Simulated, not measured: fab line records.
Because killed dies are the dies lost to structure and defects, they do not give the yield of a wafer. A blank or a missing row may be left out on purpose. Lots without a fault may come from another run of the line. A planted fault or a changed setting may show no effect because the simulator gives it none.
fab line records -- flow n5-finfet -- part 2 of 2: steps 5 to 6 of 6
record: lots: 21, wafers: 63, last-day: 17
route steps=1938 shown SD_EPI_N@270 SD_ACTIVATION@331 ILD0@341 SDB@368 DUMMY_REMOVAL@378
lots that met no fault: from a run of the same line without faults
start-h: the number of hours between the record's first day and the start of the first shown wafer of the lot -- wait-h: hours from the lot's prior step to this one -- " same as the row above -- L1.1+2: a row that stands for several wafers -- - value missing, or start not given -- * or withheld: withheld -- < > ~ a bound
route shown NAME@n: a module of which the file shows steps, and the number in the route of the first -- usual: the fault-free wafers' mean and standard deviation -- same: alike in all rows -- chamber/n: place in a boat -- sites: each site's reading -- _std_site: the standard deviation of these -- _edge_site: inner sites' mean taken away from outer sites' mean -- radius-mm: how far each site lies from the wafer's centre -- mask NAME#n: copy n -- behind: the last tool/chamber to shape the wafer -- hold: the reason the lot was held/the length of the hold in hours/how it ended -- device: names the non-switching transistor (n, p or np) -- end of line: at the end of the route, the tests of the same wafers -- step lacking rows: just its recipe -- killed: the dies lost at the first sort to structure and to defects; this is not the yield of the wafer -- map: shows each die of a wafer: x if killed, . if not, _ if none is there
set.NAME: the setting the step ran with; set.NAME@STEP: the setting that earlier step ran with -- model.NAME: the simulator's own value behind a step, which no gauge read
the route's steps for a sample of lots (tables are steps, rows are wafers)
services: from which hour (start-h, from the record's first day; less than 0 if before it) a tool's chamber was out of use, for how many hours, and why
== steps ==
step: N5_SDB_ETCH_25
recipe: chemistry: C4F6/O2, target: SiO2, target-depth-a: 100, time-s: 3.3, ion-energy-ev: 250, mask-material: SiNx, pressure-mtorr: 30, source-w: 345, bias-w: 185, Ar_flow_sccm: 300, C4F6_flow_sccm: 10, O2_flow_sccm: 10
usual: bias-w: 185.1/0.57, chamber-pressure-mTorr: 30.004/0.028, drypump-motor-current-A: 5.8/0.44, oes_f_703_au: 0.78/0.095, oes-product-au: 0.80/0.09, rf-vpp-V: 676/20, showerhead-plenum-p-Torr: 2.90/0.11, throttle-valve-pct: 21.23/0.21
lot.wafer,tool,chamber,start-h,wait-h,bias-w,chamber-pressure-mTorr,drypump-motor-current-A,oes_f_703_au,oes-product-au,rf-hours-counter-h,rf-vpp-V,showerhead-plenum-p-Torr,throttle-valve-pct
L077.1,rie-diel-01,3,88.67,0.0,185.6,30.016,5.7,0.73,0.77,153,714,2.96,21.14
L077.2,rie-diel-01,1,88.67,0.0,184.7,29.980,5.8,0.76,0.74,166,656,2.74,21.09
L077.5,rie-diel-01,3,88.67,0.0,184.9,30.011,5.7,0.73,0.77,-,712,2.96,21.14
L078.2,rie-diel-03,2,90.79,0.3,185.3,29.987,6.0,0.82,0.82,114,670,2.75,21.09
L078.3,rie-diel-03,0,90.79,0.3,185.2,30.044,6.3,0.73,0.73,148,670,2.95,21.38
L078.5,rie-diel-03,1,90.79,0.3,185.1,30.028,5.2,0.91,0.97,-,688,3.04,20.92
L079.1,rie-diel-04,1,95.31,0.0,185.4,30.023,5.8,1.00,0.96,3,639,2.80,21.07
L079.2,rie-diel-04,3,95.31,0.0,185.3,30.009,5.1,0.74,0.74,174,656,2.74,21.27
L079.6,rie-diel-04,0,95.31,0.0,184.1,29.992,5.6,0.89,0.93,-,665,3.05,21.24
L080.1,rie-diel-01,3,107.30,0.0,185.4,30.026,5.7,0.73,0.76,160,713,2.96,21.17
L080.2,rie-diel-01,2,107.30,0.0,185.0,30.032,5.0,0.69,0.69,240,652,2.70,21.55
L080.4,rie-diel-01,0,107.30,0.0,184.9,29.966,6.5,0.87,0.87,42,665,2.93,21.05
L081.2,rie-diel-04,2,108.12,0.5,185.7,30.056,5.1,0.86,0.86,41,683,3.03,21.08
L081.3,rie-diel-04,1,108.12,0.5,185.6,30.059,5.8,0.98,0.95,8,640,2.80,21.07
L081.6,rie-diel-04,1,108.12,0.5,185.6,29.984,5.8,0.98,0.95,-,640,2.80,21.08
L082.1,rie-diel-04,0,117.60,0.0,185.3,30.011,5.5,0.86,0.91,18,667,3.05,21.27
L082.2,rie-diel-04,2,117.60,0.0,185.0,30.018,5.1,0.86,0.87,44,686,3.03,21.07
L082.6,rie-diel-04,1,117.60,0.0,183.9,30.011,5.8,0.97,0.94,-,639,2.80,21.07
L083.1,rie-diel-03,1,119.87,0.1,185.2,30.008,5.2,0.89,0.95,31,689,3.03,20.93
L083.2,rie-diel-03,2,119.87,0.1,184.4,29.981,6.0,0.80,0.81,124,671,2.74,21.10
L083.5,rie-diel-03,3,119.87,0.1,185.2,29.976,5.6,0.65,0.71,-,700,2.95,21.64
L084.2,rie-diel-01,3,130.51,0.0,185.8,30.015,5.7,0.72,0.75,169,711,2.95,21.15
L084.4,rie-diel-01,2,130.51,0.0,185.2,29.980,5.0,0.68,0.68,249,654,2.70,21.56
L084.5,rie-diel-01,3,130.51,0.0,184.7,30.016,5.7,0.72,0.75,-,713,2.95,21.15
L085.1,rie-diel-01,3,135.44,0.0,184.9,30.025,5.7,0.72,0.75,170,712,2.95,21.18
L085.3,rie-diel-01,1,135.44,0.0,184.8,30.007,5.8,0.76,0.71,180,658,2.73,21.12
L085.5,rie-diel-01,1,135.44,0.0,184.4,29.980,5.7,0.75,0.73,-,658,2.73,21.10
L086.1,rie-diel-01,3,142.16,0.1,184.9,30.008,5.7,0.71,0.75,174,713,2.95,21.18
L086.4,rie-diel-01,3,142.16,0.1,184.3,29.977,5.7,0.72,0.75,-,713,2.95,21.16
L086.5,rie-diel-01,1,142.16,0.1,183.9,30.015,5.7,0.75,0.72,-,656,2.73,21.13
L087.1,rie-diel-01,3,145.83,0.1,184.5,30.028,5.7,0.71,0.75,176,712,2.95,21.16
L087.4,rie-diel-01,0,145.83,0.1,185.5,30.010,6.5,0.86,0.84,-,667,2.92,21.07
L087.5,rie-diel-01,1,145.83,0.1,184.1,30.017,5.8,0.75,0.72,-,657,2.73,21.13
L088.1,rie-diel-03,3,153.34,0.0,185.0,30.045,5.6,0.65,0.70,193,699,2.95,21.65
L088.3,rie-diel-03,0,153.34,0.0,184.7,30.038,6.2,0.72,0.71,171,669,2.94,21.39
L088.6,rie-diel-03,3,153.34,0.0,184.8,29.963,5.6,0.65,0.70,-,699,2.95,21.65
L089.3,rie-diel-03,3,158.59,0.0,185.5,29.980,5.6,0.65,0.70,196,700,2.94,21.65
L089.4,rie-diel-03,2,158.59,0.0,184.6,29.992,6.0,0.79,0.79,139,670,2.74,21.12
L089.6,rie-diel-03,0,158.59,0.0,184.9,29.996,6.2,0.71,0.71,-,670,2.94,21.40
L090.4,rie-diel-04,1,161.64,0.0,185.8,29.998,5.9,0.93,0.90,28,640,2.79,21.09
L090.5,rie-diel-04,1,161.64,0.0,186.3,30.000,5.9,0.93,0.90,-,639,2.79,21.10
L090.6,rie-diel-04,0,161.64,0.0,184.8,30.000,5.5,0.84,0.87,-,664,3.04,21.29
L091.2,rie-diel-01,1,167.74,0.6,185.9,29.973,5.7,0.74,0.72,192,657,2.72,21.14
L091.3,rie-diel-01,3,167.74,0.6,185.3,30.012,5.7,0.71,0.74,183,712,2.95,21.18
L091.5,rie-diel-01,2,167.74,0.6,186.0,30.017,5.1,0.97,0.97,-,664,3.03,21.22
L092.2,rie-diel-03,1,173.53,0.2,185.6,29.998,5.3,0.86,0.91,51,689,3.02,20.97
L092.4,rie-diel-03,2,173.53,0.2,185.1,29.937,6.0,0.78,0.79,144,670,2.73,21.14
L092.5,rie-diel-03,0,173.53,0.2,185.0,29.975,6.3,0.71,0.72,-,669,2.94,21.40
L093.1,rie-diel-03,3,182.18,0.0,183.8,29.966,5.6,0.65,0.69,204,698,2.94,21.66
L093.5,rie-diel-03,3,182.18,0.0,185.8,30.028,5.6,0.64,0.69,-,698,2.94,21.67
L093.6,rie-diel-03,2,182.18,0.0,184.8,30.004,6.0,0.78,0.78,-,671,2.73,21.13
L094.2,rie-diel-03,3,189.65,0.6,185.5,29.992,5.6,0.64,0.69,208,699,2.94,21.68
L094.4,rie-diel-03,2,189.65,0.6,185.3,30.018,6.0,0.77,0.78,-,670,2.73,21.15
L094.6,rie-diel-03,3,189.65,0.6,185.9,30.012,5.6,0.64,0.69,-,698,2.94,21.68
L095.1,rie-diel-03,2,192.28,0.8,185.0,30.055,6.0,0.77,0.78,154,670,2.73,21.14
L095.3,rie-diel-03,0,192.28,0.8,185.4,30.009,6.3,0.70,0.71,187,670,2.94,21.43
L095.5,rie-diel-03,2,192.28,0.8,185.9,30.045,6.0,0.77,0.78,-,669,2.73,21.14
L096.2,rie-diel-03,0,199.51,0.9,184.5,30.068,6.3,0.70,0.72,192,669,2.93,21.44
L096.4,rie-diel-03,1,199.51,0.9,184.5,29.988,5.2,0.85,0.89,-,689,3.02,21.00
L096.6,rie-diel-03,0,199.51,0.9,185.2,29.963,6.3,0.70,0.71,-,668,2.93,21.43
L097.2,rie-diel-01,0,205.30,0.7,185.3,29.964,6.5,0.83,0.82,82,665,2.91,21.11
L097.3,rie-diel-01,3,205.30,0.7,185.5,30.006,5.7,0.69,0.74,200,711,2.94,21.21
L097.4,rie-diel-01,1,205.30,0.7,185.3,29.981,5.7,0.73,0.71,209,656,2.72,21.17
step: N5_DUMMY_REMOVAL_STRIP_10
recipe: chemistry: N2/H2, time-s: 40, power-w: 100, temp-c: 40, pressure-mtorr: 100, rf-frequency-hz: 6e+07, bias-power-w: 3, n2-flow-sccm: 300, h2-flow-sccm: 300
usual: chamber-pressure-mTorr: 100.01/0.089, drypump-motor-current-A: 5.5/0.42, n2-flow-sccm: 299.9/0.89, oes-product-au: 0.83/0.071, rf-vpp-V: 45.3/0.84, showerhead-plenum-p-Torr: 3.43/0.11, throttle-valve-pct: 12.10/0.16
lot.wafer,tool,chamber,start-h,wait-h,chamber-pressure-mTorr,drypump-motor-current-A,n2-flow-sccm,oes-product-au,rf-hours-counter-h,rf-vpp-V,showerhead-plenum-p-Torr,throttle-valve-pct
L077.1,rie-diel-05,2,92.19,0.0,99.89,5.1,298.9,0.87,41,45.4,3.59,11.90
L077.2,rie-diel-05,1,92.19,0.0,99.86,5.8,300.4,0.96,12,45.4,3.48,12.16
L077.5,rie-diel-05,1,92.19,0.0,100.16,5.8,300.6,0.95,-,46.0,3.48,12.18
L078.2,rie-diel-05,3,94.22,0.0,99.90,5.2,300.9,0.89,20,46.5,3.47,12.07
L078.3,rie-diel-05,1,94.22,0.0,99.97,5.9,298.6,0.95,12,45.3,3.48,12.19
L078.5,rie-diel-05,2,94.22,0.0,99.83,5.1,299.6,0.87,-,44.0,3.59,11.92
L079.1,rie-diel-06,2,99.31,0.0,100.04,5.4,297.8,0.86,63,45.2,3.56,11.99
L079.2,rie-diel-06,0,99.31,0.0,100.01,5.7,298.7,0.67,251,45.3,3.46,12.37
L079.6,rie-diel-06,3,99.31,0.0,99.92,5.9,300.7,0.82,-,44.7,3.12,11.81
L080.1,rie-diel-05,0,110.69,0.0,99.98,6.0,300.5,0.87,48,44.0,3.44,11.99
L080.2,rie-diel-05,1,110.69,0.0,100.16,5.8,300.3,0.94,17,45.1,3.47,12.18
L080.4,rie-diel-05,2,110.69,0.0,100.13,5.1,300.0,0.86,47,45.3,3.59,11.91
L081.2,rie-diel-05,0,111.51,0.0,99.92,6.1,299.7,0.86,48,44.7,3.44,12.02
L081.3,rie-diel-05,2,111.51,0.0,99.91,5.1,299.8,0.86,47,46.5,3.59,11.92
L081.6,rie-diel-05,1,111.51,0.0,100.09,5.9,299.9,0.94,-,43.2,3.48,12.18
L082.1,rie-diel-05,1,121.00,0.0,100.02,5.9,300.4,0.92,20,45.3,3.47,12.21
L082.2,rie-diel-05,2,121.00,0.0,100.08,5.1,299.7,0.85,50,45.7,3.58,11.93
L082.6,rie-diel-05,0,121.00,0.0,99.91,6.0,298.3,0.86,-,46.2,3.44,12.00
L083.1,rie-diel-02,0,123.26,0.0,99.95,5.0,299.8,0.77,151,44.5,3.35,12.07
L083.2,rie-diel-02,2,123.26,0.0,99.93,5.9,298.2,0.74,182,45.8,3.34,12.26
L083.5,rie-diel-02,1,123.26,0.0,99.97,6.1,299.7,0.79,-,45.9,3.23,11.91
L084.2,rie-diel-02,0,133.89,0.0,100.13,5.1,300.4,0.76,155,45.6,3.35,12.07
L084.4,rie-diel-02,2,133.89,0.0,100.06,5.9,299.8,0.74,186,46.2,3.34,12.29
L084.5,rie-diel-02,1,133.89,0.0,100.02,6.1,300.0,0.81,-,44.3,3.23,11.93
L085.1,rie-diel-05,0,139.36,0.0,99.90,6.0,300.7,0.84,57,44.7,3.44,12.03
L085.3,rie-diel-05,2,139.36,0.0,99.94,5.1,299.6,0.85,56,46.0,3.58,11.96
L085.5,rie-diel-05,1,139.36,0.0,99.96,5.8,300.0,0.91,-,45.0,3.47,12.21
L086.1,rie-diel-05,3,145.55,0.0,100.01,5.2,300.2,0.86,35,45.7,3.47,12.10
L086.4,rie-diel-05,1,145.55,0.0,100.00,5.9,301.3,0.91,27,45.8,3.47,12.22
L086.5,rie-diel-05,2,145.55,0.0,100.04,5.1,299.3,0.85,-,42.8,3.58,11.95
L087.1,rie-diel-05,2,149.35,0.0,99.94,5.1,299.7,0.85,59,44.6,3.58,11.95
L087.4,rie-diel-05,3,149.35,0.0,100.18,5.2,299.2,0.86,36,46.4,3.47,12.11
L087.5,rie-diel-05,0,149.35,0.0,99.93,6.0,301.7,0.85,-,45.7,3.44,12.05
L088.1,rie-diel-02,2,156.73,0.0,99.95,5.9,300.6,0.73,195,45.2,3.34,12.32
L088.3,rie-diel-02,1,156.73,0.0,99.97,6.0,298.1,0.80,139,44.1,3.23,11.95
L088.6,rie-diel-02,0,156.73,0.0,99.99,5.1,299.9,0.75,-,45.4,3.34,12.08
L089.3,rie-diel-05,2,161.98,0.0,99.86,5.1,299.5,0.84,62,45.2,3.58,11.97
L089.4,rie-diel-05,0,161.98,0.0,100.11,6.1,300.6,0.84,64,43.7,3.44,12.05
L089.6,rie-diel-05,3,161.98,0.0,100.08,5.2,300.3,0.85,-,45.7,3.46,12.13
L090.4,rie-diel-06,2,165.32,0.0,100.02,5.4,299.6,0.83,87,44.2,3.55,12.07
L090.5,rie-diel-06,2,165.32,0.0,99.97,5.4,300.2,0.83,-,44.5,3.54,12.07
L090.6,rie-diel-06,1,165.32,0.0,100.06,4.7,299.2,0.68,-,46.0,3.32,12.34
L091.2,rie-diel-05,3,171.13,0.0,100.01,5.2,300.5,0.83,43,44.8,3.46,12.13
L091.3,rie-diel-05,2,171.13,0.0,99.88,5.1,299.8,0.83,65,45.1,3.58,11.98
L091.5,rie-diel-05,0,171.13,0.0,99.89,6.1,297.6,0.84,-,45.9,3.43,12.07
L092.2,rie-diel-02,3,177.52,0.0,99.99,5.5,298.9,0.74,149,46.0,3.53,12.43
L092.4,rie-diel-02,0,177.52,0.0,100.01,5.0,300.3,0.74,170,45.5,3.34,12.13
L092.5,rie-diel-02,0,177.52,0.0,100.07,5.0,300.4,0.74,-,44.7,3.34,12.11
L093.1,rie-diel-05,3,185.56,0.0,100.06,5.2,298.6,0.85,47,45.0,3.46,12.15
L093.5,rie-diel-05,0,185.56,0.0,100.02,6.1,300.5,0.83,-,44.6,3.43,12.07
L093.6,rie-diel-05,1,185.56,0.0,100.05,5.8,299.3,0.89,-,46.6,3.46,12.24
L094.2,rie-diel-06,0,193.87,0.0,100.05,5.7,299.2,0.93,18,45.7,3.45,11.81
L094.4,rie-diel-06,3,193.87,0.0,100.08,5.9,300.3,0.78,143,43.2,3.10,11.88
L094.6,rie-diel-06,1,193.87,0.0,99.97,4.7,299.0,0.67,-,45.6,3.31,12.36
L095.1,rie-diel-05,3,195.67,0.0,99.99,5.2,299.7,0.84,50,44.9,3.46,12.15
L095.3,rie-diel-05,1,195.67,0.0,100.04,5.9,300.5,0.88,43,44.9,3.46,12.27
L095.5,rie-diel-05,0,195.67,0.0,99.91,6.1,302.1,0.82,-,45.6,3.43,12.08
L096.2,rie-diel-02,0,202.90,0.0,99.94,5.0,301.6,0.73,177,45.9,3.34,12.12
L096.4,rie-diel-02,2,202.90,0.0,99.98,5.9,299.0,0.72,207,45.2,3.33,12.33
L096.6,rie-diel-02,3,202.90,0.0,99.88,5.5,300.2,0.74,-,46.4,3.53,12.44
L097.2,rie-diel-05,1,208.68,0.0,99.97,5.8,299.6,0.88,47,45.5,3.46,12.26
L097.3,rie-diel-05,3,208.68,0.0,99.91,5.2,299.3,0.83,54,45.5,3.46,12.17
L097.4,rie-diel-05,0,208.68,0.0,100.12,6.1,300.9,0.82,-,45.1,3.43,12.06
== services ==
tool,chamber,start-h,hours,kind
rie-diel-04,0,48.31,-,clean
rie-diel-04,0,48.31,-,consumable-replace:focus-ring
rie-diel-04,0,48.31,-,consumable-replace:showerhead
rie-diel-04,0,48.31,23.4,scheduled-down
rie-diel-04,0,48.31,23.4,vent-cycle
rie-diel-03,3,53.73,7.9,repair
rie-diel-04,1,71.81,-,clean
rie-diel-04,1,71.81,-,consumable-replace:focus-ring
rie-diel-05,0,73.14,6.9,repair
rie-diel-02,2,79.85,2.1,repair
laser-anneal-02,-,86.49,1.3,pm
laser-anneal-01,-,114.49,0.5,repair
rie-diel-01,1,119.12,7.1,repair
rie-diel-01,2,133.21,-,clean
rie-diel-01,2,133.21,-,consumable-replace:focus-ring
rie-diel-01,2,133.21,-,consumable-replace:showerhead
rie-diel-01,2,133.21,16.2,scheduled-down
rie-diel-01,2,133.21,16.2,vent-cycle
rie-diel-02,3,135.96,8.7,repair
rie-diel-03,0,159.33,1.3,repair
rie-diel-04,-,180.48,69.8,repair
rie-diel-03,1,185.26,8.8,repair
rie-diel-03,3,194.43,6.1,repair
rie-diel-05,2,208.68,3.8,repair
